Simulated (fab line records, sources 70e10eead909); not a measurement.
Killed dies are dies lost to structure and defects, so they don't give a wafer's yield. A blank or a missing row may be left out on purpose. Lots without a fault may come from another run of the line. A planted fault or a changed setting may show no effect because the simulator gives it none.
Which tool did it? | flow nand_harc | 24 lots, 72 wafers sampled, at 6 steps of a route of 1159

WHAT THE GAUGES READ, wafer by wafer
The record holds no reading of a measuring or inspecting step that can be judged against a usual standard deviation.

WHICH TOOL RAN EACH LOT (tool, then ch and the chambers of the sampled wafers, then the start)
lot  | NHARC_A_STAIRCASE_ETCH_19                     | NHARC_A_STAIRCASE_ETCH_27                     | NHARC_A_STAIRCASE_DESCUM_219       | NHARC_A_STAIRCASE_TRIM_224     | NHARC_A_STAIRCASE_ETCH_225     | NHARC_A_STAIRCASE_ETCH_227
L074 | rie_diel-12 ch 0,1,3, day 11 11:34 or earlier | rie_diel-12 ch 1,3, day 11 11:34 or earlier   | rie_diel-08 ch 2,3, day 11 11:34   | rie_diel-08 ch 1,3, no start   | rie_diel-08 ch 2,3, no start   | rie_diel-08 ch 0,1,3, no start
L076 | rie_diel-04 ch 1,2,3, day 11 13:43 or earlier | rie_diel-04 ch 0,1,2, day 11 13:43 or earlier | rie_diel-08 ch 0,3, day 11 13:43   | rie_diel-08 ch 0,3, no start   | rie_diel-08 ch 0,1,3, no start | rie_diel-08 ch 0,1,3, no start
L075 | rie_diel-12 ch 2,3, day 11 21:01 or earlier   | rie_diel-12 ch 0,1,3, day 11 21:01 or earlier | rie_diel-12 ch 0,2,3, day 11 21:01 | rie_diel-12 ch 1,2,3, no start | rie_diel-12 ch 1,2,3, no start | rie_diel-12 ch 0,1,3, no start
L079 | rie_diel-12 ch 1,2, day 12 01:06 or earlier   | rie_diel-12 ch 0,3, day 12 01:06 or earlier   | rie_diel-04 ch 0,1,3, day 12 01:06 | rie_diel-04 ch 2,3, no start   | rie_diel-04 ch 1,3, no start   | rie_diel-04 ch 0,2,3, no start
L077 | rie_diel-12 ch 0,1,3, day 12 01:19 or earlier | rie_diel-08 ch 1,3, day 12 01:19 or earlier   | rie_diel-12 ch 0,3, day 12 01:19   | rie_diel-12 ch 0,2,3, no start | rie_diel-12 ch 0,2, no start   | rie_diel-12 ch 2,3, no start
L078 | rie_diel-04 ch 0,2,3, day 12 08:51 or earlier | rie_diel-12 ch 0,1,2, day 12 08:51 or earlier | rie_diel-12 ch 0,1, day 12 08:51   | rie_diel-12 ch 0,2,3, no start | rie_diel-12 ch 0,3, no start   | rie_diel-12 ch 0,2,3, no start
L081 | rie_diel-08 ch 1,2,3, day 12 15:39 or earlier | rie_diel-08 ch 0,1,3, day 12 15:39 or earlier | rie_diel-12 ch 1,2,3, day 12 15:39 | rie_diel-12 ch 0,1,2, no start | rie_diel-12 ch 0,2,3, no start | rie_diel-12 ch 0,1,2, no start
L082 | rie_diel-04 ch 0,1,2, day 12 23:07 or earlier | rie_diel-04 ch 0,2,3, day 12 23:07 or earlier | rie_diel-12 ch 0,1, day 12 23:07   | rie_diel-12 ch 0,1,2, no start | rie_diel-12 ch 1,2,3, no start | rie_diel-12 ch 0,3, no start
L080 | rie_diel-04 ch 2,3, day 13 03:19 or earlier   | rie_diel-04 ch 1,2,3, day 13 03:19 or earlier | rie_diel-12 ch 0,1,2, day 13 03:19 | rie_diel-12 ch 1,2,3, no start | rie_diel-12 ch 1,2,3, no start | rie_diel-12 ch 0,1,2, no start
L083 | rie_diel-12 ch 0,1,3, day 13 09:11 or earlier | rie_diel-12 ch 1,2,3, day 13 09:11 or earlier | rie_diel-12 ch 2,3, day 13 09:11   | rie_diel-12 ch 1,3, no start   | rie_diel-12 ch 1,2, no start   | rie_diel-12 ch 1,3, no start
L084 | rie_diel-12 ch 1,2,3, day 13 11:22 or earlier | rie_diel-08 ch 0,2, day 13 11:22 or earlier   | rie_diel-12 ch 0,2,3, day 13 11:22 | rie_diel-12 ch 0,1,3, no start | rie_diel-12 ch 0,1, no start   | rie_diel-12 ch 0,1, no start
L088 | rie_diel-12 ch 2,3, day 14 12:58 or earlier   | rie_diel-08 ch 1,2,3, day 14 12:58 or earlier | rie_diel-08 ch 0,1,3, day 14 12:58 | rie_diel-08 ch 0,1,3, no start | rie_diel-08 ch 1,3, no start   | rie_diel-08 ch 0,3, no start
L085 | rie_diel-08 ch 0,2, day 14 12:13 or earlier   | rie_diel-04 ch 1,2,3, day 14 12:13 or earlier | rie_diel-12 ch 0,2,3, day 14 12:13 | rie_diel-12 ch 1,2, no start   | rie_diel-12 ch 0,1,2, no start | rie_diel-12 ch 1,3, no start
L087 | rie_diel-12 ch 1,3, day 14 14:09 or earlier   | rie_diel-08 ch 1,2,3, day 14 14:09 or earlier | rie_diel-04 ch 0,1, day 14 14:09   | rie_diel-04 ch 0,1,3, no start | rie_diel-04 ch 1,3, no start   | rie_diel-04 ch 1,3, no start
L086 | rie_diel-04 ch 0,3, day 14 17:11 or earlier   | rie_diel-12 ch 1,2,3, day 14 17:11 or earlier | rie_diel-12 ch 0,1,2, day 14 17:11 | rie_diel-12 ch 0,1,3, no start | rie_diel-12 ch 0,3, no start   | rie_diel-12 ch 1,2, no start
L089 | rie_diel-08 ch 0,3, day 15 00:59 or earlier   | rie_diel-04 ch 0,3, day 15 00:59 or earlier   | rie_diel-12 ch 0,3, day 15 00:59   | rie_diel-12 ch 2,3, no start   | rie_diel-12 ch 0,1,3, no start | rie_diel-12 ch 0,1,3, no start
L092 | rie_diel-04 ch 0,2, day 15 08:00 or earlier   | rie_diel-12 ch 0,1,3, day 15 08:00 or earlier | rie_diel-12 ch 0,2,3, day 15 08:00 | rie_diel-12 ch 1,2, no start   | rie_diel-12 ch 2,3, no start   | rie_diel-12 ch 0,1,3, no start
L093 | rie_diel-08 ch 2,3, day 15 09:51 or earlier   | rie_diel-04 ch 0,2,3, day 15 09:51 or earlier | rie_diel-04 ch 1,2,3, day 15 09:51 | rie_diel-04 ch 1,2,3, no start | rie_diel-04 ch 1,2,3, no start | rie_diel-04 ch 1,2, no start
L090 | rie_diel-12 ch 1,3, day 15 16:29 or earlier   | rie_diel-08 ch 0,1,2, day 15 16:29 or earlier | rie_diel-12 ch 1,2,3, day 15 16:29 | rie_diel-12 ch 2,3, no start   | rie_diel-12 ch 0,1,3, no start | rie_diel-12 ch 0,1, no start
L091 | rie_diel-08 ch 0,2, day 15 15:59 or earlier   | rie_diel-04 ch 1,2,3, day 15 15:59 or earlier | rie_diel-12 ch 0,1,2, day 15 15:59 | rie_diel-12 ch 0,1,3, no start | rie_diel-12 ch 1,2,3, no start | rie_diel-12 ch 1,2,3, no start
L095 | rie_diel-12 ch 1,2,3, day 16 07:51 or earlier | rie_diel-08 ch 0,2,3, day 16 07:51 or earlier | rie_diel-08 ch 0,1,3, day 16 07:51 | rie_diel-08 ch 0,2,3, no start | rie_diel-08 ch 0,1,3, no start | rie_diel-08 ch 0,1,3, no start
L094 | rie_diel-04 ch 1,2,3, day 16 10:30 or earlier | rie_diel-12 ch 0,2,3, day 16 10:30 or earlier | rie_diel-08 ch 1,2, day 16 10:30   | rie_diel-08 ch 1,3, no start   | rie_diel-08 ch 1,2,3, no start | rie_diel-08 ch 0,1,3, no start
L097 | rie_diel-12 ch 0,3, day 16 23:46 or earlier   | rie_diel-08 ch 0,1,2, day 16 23:46 or earlier | rie_diel-04 ch 0,1, day 16 23:46   | rie_diel-04 ch 0,3, no start   | rie_diel-04 ch 0,1,3, no start | rie_diel-04 ch 0,1,3, no start
L096 | rie_diel-04 ch 1,2, day 16 23:49 or earlier   | rie_diel-04 ch 2,3, day 16 23:49 or earlier   | rie_diel-04 ch 0,3, day 16 23:49   | rie_diel-04 ch 0,2,3, no start | rie_diel-04 ch 2,3, no start   | rie_diel-04 ch 0,1, no start
- NHARC_A_STAIRCASE_ETCH_19: etches the open film in C4F8/O2, target depth 100 nm, time 40.5 s.
- NHARC_A_STAIRCASE_ETCH_27: etches the open film in C4F8/O2, target depth 100 nm, time 40.5 s.
- NHARC_A_STAIRCASE_DESCUM_219: chemistry O2, time 3 s.
- NHARC_A_STAIRCASE_TRIM_224: chemistry O2, time 211.2 s.
- NHARC_A_STAIRCASE_ETCH_225: etches the open film in C4F8/O2, target depth 100 nm, time 40.5 s.
- NHARC_A_STAIRCASE_ETCH_227: etches the open film in C4F8/O2, target depth 100 nm, time 40.5 s.

WHAT THE TOOLS THEMSELVES READ (means of the sampled wafers that have a number; where no wafer has one, the mark that the record gives instead)
NHARC_A_STAIRCASE_ETCH_19. Usual: oes_product_au 0.941 a.u., standard deviation 0.01; rf_vpp_V 898 V, standard deviation 4.1.
lot  | tool        | oes_product_au (a.u.) | rf_vpp_V (V) | flag
L074 | rie_diel-12 | 0.941                 | 897          |
L076 | rie_diel-04 | 0.953                 | 898          |
L075 | rie_diel-12 | 0.939                 | 903          |
L079 | rie_diel-12 | 0.941                 | 900          |
L077 | rie_diel-12 | 0.937                 | 897          |
L078 | rie_diel-04 | 0.930                 | 896          |
L081 | rie_diel-08 | 0.943                 | 902          |
L082 | rie_diel-04 | 0.936                 | 899          |
L080 | rie_diel-04 | 0.943                 | 896          |
L083 | rie_diel-12 | 0.939                 | 896          |
L084 | rie_diel-12 | 0.931                 | 899          |
L088 | rie_diel-12 | 0.933                 | 903          |
L085 | rie_diel-08 | 0.938                 | 899          |
L087 | rie_diel-12 | 0.928                 | 895          |
L086 | rie_diel-04 | 0.945                 | 895          |
L089 | rie_diel-08 | 0.947                 | 899          |
L092 | rie_diel-04 | 0.942                 | 896          |
L093 | rie_diel-08 | 0.940                 | 900          |
L090 | rie_diel-12 | 0.931                 | 898          |
L091 | rie_diel-08 | 0.944                 | 897          |
L095 | rie_diel-12 | 0.936                 | 900          |
L094 | rie_diel-04 | 0.948                 | 897          |
L097 | rie_diel-12 | 0.947                 | 896          |
L096 | rie_diel-04 | 0.948                 | 897          |

NHARC_A_STAIRCASE_ETCH_27. Usual: oes_product_au 0.945 a.u., standard deviation 0.014; rf_vpp_V 898 V, standard deviation 3.9.
lot  | tool        | oes_product_au (a.u.) | rf_vpp_V (V) | flag
L074 | rie_diel-12 | 0.933                 | 897          |
L076 | rie_diel-04 | 0.936                 | 899          |
L075 | rie_diel-12 | 0.953                 | 896          |
L079 | rie_diel-12 | 0.943                 | 896          |
L077 | rie_diel-08 | 0.943                 | 902          |
L078 | rie_diel-12 | 0.944                 | 897          |
L081 | rie_diel-08 | 0.954                 | 899          |
L082 | rie_diel-04 | 0.950                 | 897          |
L080 | rie_diel-04 | 0.947                 | 897          |
L083 | rie_diel-12 | 0.941                 | 901          |
L084 | rie_diel-08 | 0.944                 | 896          |
L088 | rie_diel-08 | 0.931                 | 901          |
L085 | rie_diel-04 | 0.959                 | 899          |
L087 | rie_diel-08 | 0.946                 | 902          |
L086 | rie_diel-12 | 0.935                 | 900          |
L089 | rie_diel-04 | 0.950                 | 897          |
L092 | rie_diel-12 | 0.930                 | 895          |
L093 | rie_diel-04 | 0.943                 | 896          |
L090 | rie_diel-08 | 0.963                 | 899          |
L091 | rie_diel-04 | 0.927                 | 897          |
L095 | rie_diel-08 | 0.958                 | 898          |
L094 | rie_diel-12 | 0.937                 | 899          |
L097 | rie_diel-08 | 0.950                 | 898          |
L096 | rie_diel-04 | 0.952                 | 896          |

NHARC_A_STAIRCASE_DESCUM_219. Usual: drypump_motor_current_A 5.62 A, standard deviation 0.3; mfc_ar_sccm 0.005 sccm, standard deviation 0.009; oes_product_au 0.999 a.u., standard deviation 0.0096; rf_vpp_V 57.8 V, standard deviation 0.87; showerhead_plenum_p_Torr 1.95 Torr, standard deviation 0.072; throttle_valve_pct 11.311 %, standard deviation 0.0086.
lot  | tool        | drypump_motor_current_A (A) | mfc_ar_sccm (sccm) | oes_product_au (a.u.) | rf_vpp_V (V) | showerhead_plenum_p_Torr (Torr) | throttle_valve_pct (%) | flag
L074 | rie_diel-08 | 5.73                        | 0.000              | 0.998                 | 57.6         | 2.01                            | 11.307                 |
L076 | rie_diel-08 | 5.54                        | 0.020              | 1.013                 | 57.2         | 1.92                            | 11.316                 |
L075 | rie_diel-12 | 5.48                        | 0.006              | 0.999                 | 58.2         | 1.98                            | 11.308                 |
L079 | rie_diel-04 | 5.64                        | 0.000              | 0.993                 | 57.1         | 1.94                            | 11.312                 |
L077 | rie_diel-12 | 5.32                        | 0.006              | 1.000                 | 58.1         | 1.97                            | 11.306                 |
L078 | rie_diel-12 | 5.76                        | 0.014              | 1.002                 | 57.3         | 1.86                            | 11.311                 |
L081 | rie_diel-12 | 5.59                        | 0.001              | 1.006                 | 58.6         | 1.98                            | 11.305                 |
L082 | rie_diel-12 | 5.86                        | 0.009              | 0.995                 | 58.0         | 1.87                            | 11.311                 |
L080 | rie_diel-12 | 5.72                        | 0.008              | 0.999                 | 57.9         | 1.92                            | 11.317                 |
L083 | rie_diel-12 | 5.43                        | 0.000              | 1.002                 | 57.4         | 2.03                            | 11.311                 |
L084 | rie_diel-12 | 5.46                        | 0.006              | 0.999                 | 58.3         | 1.97                            | 11.312                 |
L088 | rie_diel-08 | 5.71                        | 0.010              | 1.009                 | 57.9         | 1.96                            | 11.308                 |
L085 | rie_diel-12 | 5.46                        | 0.006              | 0.987                 | 58.0         | 1.97                            | 11.314                 |
L087 | rie_diel-04 | 5.56                        | 0.000              | 0.997                 | 57.3         | 1.94                            | 11.304                 |
L086 | rie_diel-12 | 5.73                        | 0.008              | 0.994                 | 57.5         | 1.92                            | 11.318                 |
L089 | rie_diel-12 | 5.31                        | 0.006              | 0.997                 | 58.3         | 1.96                            | 11.314                 |
L092 | rie_diel-12 | 5.47                        | 0.006              | 0.991                 | 58.2         | 1.97                            | 11.304                 |
L093 | rie_diel-04 | 5.86                        | 0.000              | 1.009                 | 57.2         | 1.93                            | 11.318                 |
L090 | rie_diel-12 | 5.58                        | 0.001              | 0.985                 | 57.9         | 1.97                            | 11.312                 |
L091 | rie_diel-12 | 5.73                        | 0.008              | 0.997                 | 57.5         | 1.92                            | 11.318                 |
L095 | rie_diel-08 | 5.70                        | 0.010              | 1.010                 | 57.4         | 1.96                            | 11.304                 |
L094 | rie_diel-08 | 5.63                        | 0.000              | 1.001                 | 57.3         | 2.02                            | 11.317                 |
L097 | rie_diel-04 | 5.58                        | 0.000              | 0.988                 | 57.8         | 1.94                            | 11.306                 |
L096 | rie_diel-04 | 5.67                        | 0.000              | 1.000                 | 57.5         | 1.90                            | 11.316                 |

NHARC_A_STAIRCASE_TRIM_224. Usual: drypump_motor_current_A 5.7 A, standard deviation 0.31; mfc_ar_sccm 0.005 sccm, standard deviation 0.0092; oes_product_au 0.998 a.u., standard deviation 0.0095; rf_vpp_V 57.9 V, standard deviation 0.85; showerhead_plenum_p_Torr 3.58 Torr, standard deviation 0.12; throttle_valve_pct 17.038 %, standard deviation 0.0093.
lot  | tool        | drypump_motor_current_A (A) | mfc_ar_sccm (sccm) | oes_product_au (a.u.) | rf_vpp_V (V) | showerhead_plenum_p_Torr (Torr) | throttle_valve_pct (%) | flag
L074 | rie_diel-08 | 5.9                         | 0.000              | 1.007                 | 57.9         | 3.71                            | 17.029                 |
L076 | rie_diel-08 | 5.5                         | 0.020              | 1.011                 | 57.4         | 3.54                            | 17.039                 |
L075 | rie_diel-12 | 5.6                         | 0.001              | 0.993                 | 57.9         | 3.64                            | 17.036                 |
L079 | rie_diel-04 | 5.9                         | 0.000              | 0.997                 | 57.7         | 3.52                            | 17.030                 |
L077 | rie_diel-12 | 5.4                         | 0.006              | 0.994                 | 57.8         | 3.64                            | 17.035                 |
L078 | rie_diel-12 | 5.5                         | 0.006              | 0.986                 | 57.2         | 3.64                            | 17.036                 |
L081 | rie_diel-12 | 5.7                         | 0.008              | 0.991                 | 57.3         | 3.55                            | 17.035                 |
L082 | rie_diel-12 | 5.7                         | 0.008              | 1.000                 | 59.3         | 3.55                            | 17.039                 |
L080 | rie_diel-12 | 5.6                         | 0.001              | 1.000                 | 58.2         | 3.64                            | 17.046                 |
L083 | rie_diel-12 | 5.7                         | 0.003              | 0.986                 | 58.1         | 3.53                            | 17.037                 |
L084 | rie_diel-12 | 5.6                         | 0.008              | 0.996                 | 57.6         | 3.53                            | 17.047                 |
L088 | rie_diel-08 | 5.7                         | 0.010              | 1.005                 | 58.9         | 3.61                            | 17.027                 |
L085 | rie_diel-12 | 5.7                         | 0.001              | 0.988                 | 58.2         | 3.65                            | 17.048                 |
L087 | rie_diel-04 | 5.7                         | 0.000              | 0.996                 | 58.0         | 3.56                            | 17.037                 |
L086 | rie_diel-12 | 5.6                         | 0.008              | 0.991                 | 57.9         | 3.52                            | 17.047                 |
L089 | rie_diel-12 | 5.3                         | 0.000              | 0.992                 | 58.2         | 3.71                            | 17.035                 |
L092 | rie_diel-12 | 5.7                         | 0.001              | 0.995                 | 57.7         | 3.64                            | 17.037                 |
L093 | rie_diel-04 | 5.8                         | 0.000              | 0.997                 | 57.8         | 3.55                            | 17.040                 |
L090 | rie_diel-12 | 5.4                         | 0.000              | 0.990                 | 58.3         | 3.72                            | 17.035                 |
L091 | rie_diel-12 | 5.6                         | 0.008              | 0.993                 | 57.6         | 3.52                            | 17.047                 |
L095 | rie_diel-08 | 5.6                         | 0.010              | 1.012                 | 58.0         | 3.60                            | 17.039                 |
L094 | rie_diel-08 | 6.0                         | 0.000              | 1.009                 | 57.7         | 3.66                            | 17.041                 |
L097 | rie_diel-04 | 5.7                         | 0.000              | 1.001                 | 57.8         | 3.51                            | 17.047                 |
L096 | rie_diel-04 | 5.9                         | 0.000              | 1.004                 | 56.9         | 3.52                            | 17.028                 |

NHARC_A_STAIRCASE_ETCH_225. Usual: oes_product_au 0.940 a.u., standard deviation 0.012; rf_vpp_V 898 V, standard deviation 4.5.
lot  | tool        | oes_product_au (a.u.) | rf_vpp_V (V) | flag
L074 | rie_diel-08 | 0.940                 | 902          |
L076 | rie_diel-08 | 0.956                 | 899          |
L075 | rie_diel-12 | 0.938                 | 900          |
L079 | rie_diel-04 | 0.948                 | 899          |
L077 | rie_diel-12 | 0.923                 | 897          |
L078 | rie_diel-12 | 0.937                 | 896          |
L081 | rie_diel-12 | 0.946                 | 900          |
L082 | rie_diel-12 | 0.935                 | 900          |
L080 | rie_diel-12 | 0.943                 | 900          |
L083 | rie_diel-12 | 0.925                 | 896          |
L084 | rie_diel-12 | 0.953                 | 892          |
L088 | rie_diel-08 | 0.954                 | 902          |
L085 | rie_diel-12 | 0.939                 | 896          |
L087 | rie_diel-04 | 0.936                 | 898          |
L086 | rie_diel-12 | 0.933                 | 898          |
L089 | rie_diel-12 | 0.932                 | 896          |
L092 | rie_diel-12 | 0.928                 | 903          |
L093 | rie_diel-04 | 0.928                 | 897          |
L090 | rie_diel-12 | 0.937                 | 895          |
L091 | rie_diel-12 | 0.937                 | 899          |
L095 | rie_diel-08 | 0.950                 | 898          |
L094 | rie_diel-08 | 0.957                 | 902          |
L097 | rie_diel-04 | 0.932                 | 897          |
L096 | rie_diel-04 | 0.954                 | 895          |

NHARC_A_STAIRCASE_ETCH_227. Usual: oes_product_au 0.938 a.u., standard deviation 0.011; rf_vpp_V 898 V, standard deviation 4.5.
lot  | tool        | oes_product_au (a.u.) | rf_vpp_V (V) | flag
L074 | rie_diel-08 | 0.946                 | 899          |
L076 | rie_diel-08 | 0.952                 | 899          |
L075 | rie_diel-12 | 0.934                 | 896          |
L079 | rie_diel-04 | 0.935                 | 897          |
L077 | rie_diel-12 | 0.932                 | 903          |
L078 | rie_diel-12 | 0.938                 | 900          |
L081 | rie_diel-12 | 0.942                 | 896          |
L082 | rie_diel-12 | 0.940                 | 896          |
L080 | rie_diel-12 | 0.941                 | 897          |
L083 | rie_diel-12 | 0.940                 | 897          |
L084 | rie_diel-12 | 0.950                 | 893          |
L088 | rie_diel-08 | 0.949                 | 898          |
L085 | rie_diel-12 | 0.925                 | 899          |
L087 | rie_diel-04 | 0.942                 | 898          |
L086 | rie_diel-12 | 0.922                 | 900          |
L089 | rie_diel-12 | 0.926                 | 897          |
L092 | rie_diel-12 | 0.939                 | 896          |
L093 | rie_diel-04 | 0.919                 | 898          |
L090 | rie_diel-12 | 0.938                 | 892          |
L091 | rie_diel-12 | 0.930                 | 900          |
L095 | rie_diel-08 | 0.938                 | 898          |
L094 | rie_diel-08 | 0.948                 | 899          |
L097 | rie_diel-04 | 0.930                 | 897          |
L096 | rie_diel-04 | 0.930                 | 897          |

THE ANSWER, worked out from the rows above alone
Rule: a lot is off if the mean of its wafers that have a number lies more than 3 standard deviations from the usual mean. A lot without any number at a reading at which 4 lots or more have one is off too. The other lots that the step has rows for count as sound. The gauges are gone through in route order, then the tools' own readings, and for those a lot's mean is taken as printed above. The first step at which some lot is off is used, and at that step the reading that is off furthest; a lot without a number counts as furthest.
No lot is off at any reading shown: from this, nothing can be told.

WHAT THE SIMULATOR HAD PUT IN
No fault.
